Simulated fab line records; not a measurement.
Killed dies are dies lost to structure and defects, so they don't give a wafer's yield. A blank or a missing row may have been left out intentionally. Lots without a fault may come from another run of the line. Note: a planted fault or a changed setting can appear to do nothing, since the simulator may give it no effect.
Matching of chambers :: flow n5 finfet :: 3 sister chambers for N5_BEOL_M3_DEP_57 on pecvd-01
The step deposits SiCN from 3MS/NH3, target thk 8 nm, time 14 s. 3 wafers are shown with their chamber, then 12 later ones without.

== EACH WAFER AND ITS CHAMBER ==
wafer: L086.3
chamber: 2
showerhead plenum p Torr (Torr): 3.659

wafer: L087.4
chamber: 0
showerhead plenum p Torr (Torr): 3.643

wafer: L087.5
chamber: 1
showerhead plenum p Torr (Torr): 3.669

== WAFERS MISSING THEIR CHAMBER ==
wafer: L089.1
showerhead plenum p Torr (Torr): 3.664

wafer: L089.5
showerhead plenum p Torr (Torr): 3.675

wafer: L089.6
showerhead plenum p Torr (Torr): 3.653

wafer: L091.1
showerhead plenum p Torr (Torr): 3.645

wafer: L091.4
showerhead plenum p Torr (Torr): 3.657

wafer: L091.5
showerhead plenum p Torr (Torr): 3.665

wafer: L093.2
showerhead plenum p Torr (Torr): 3.671

wafer: L093.3
showerhead plenum p Torr (Torr): 3.662

wafer: L093.4
showerhead plenum p Torr (Torr): 3.660

wafer: L092.4
showerhead plenum p Torr (Torr): 3.666

wafer: L092.5
showerhead plenum p Torr (Torr): 3.651

wafer: L092.6
showerhead plenum p Torr (Torr): 3.673

== WHICH CHAMBER EACH ONE RAN IN ==
wafer: L089.1
from the rows above: can't be placed: 1 or 2
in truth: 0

wafer: L089.5
from the rows above: 1
in truth: 1

wafer: L089.6
from the rows above: can't be placed: 2 or 0
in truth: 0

wafer: L091.1
from the rows above: 0
in truth: 0

wafer: L091.4
from the rows above: 2
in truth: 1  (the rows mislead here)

wafer: L091.5
from the rows above: can't be placed: 1 or 2
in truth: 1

wafer: L093.2
from the rows above: 1
in truth: 1

wafer: L093.3
from the rows above: can't be placed: 2 or 1
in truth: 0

wafer: L093.4
from the rows above: can't be placed: 2 or 1
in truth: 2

wafer: L092.4
from the rows above: can't be placed: 1 or 2
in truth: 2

wafer: L092.5
from the rows above: can't be placed: 0 or 2
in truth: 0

wafer: L092.6
from the rows above: 1
in truth: 1
Correct placement for 4 of the 12. Not placeable from these rows: 7 (in 5, the candidates include the true chamber). 1 placed wrongly.
How it was worked out, from the rows above alone: a wafer's distance from a chamber is the root of the sum, over the readings, of the square of ((its reading less the chamber's mean) divided by the reading's scatter). If the next closest chamber is less than 2 further off than the closest, the wafer can't be placed; otherwise it belongs to the closest. A chamber's mean is the mean of its shown wafers. The scatter: root of mean squared gap, hidden wafer to nearest shown wafer, with one shown wafer a chamber.
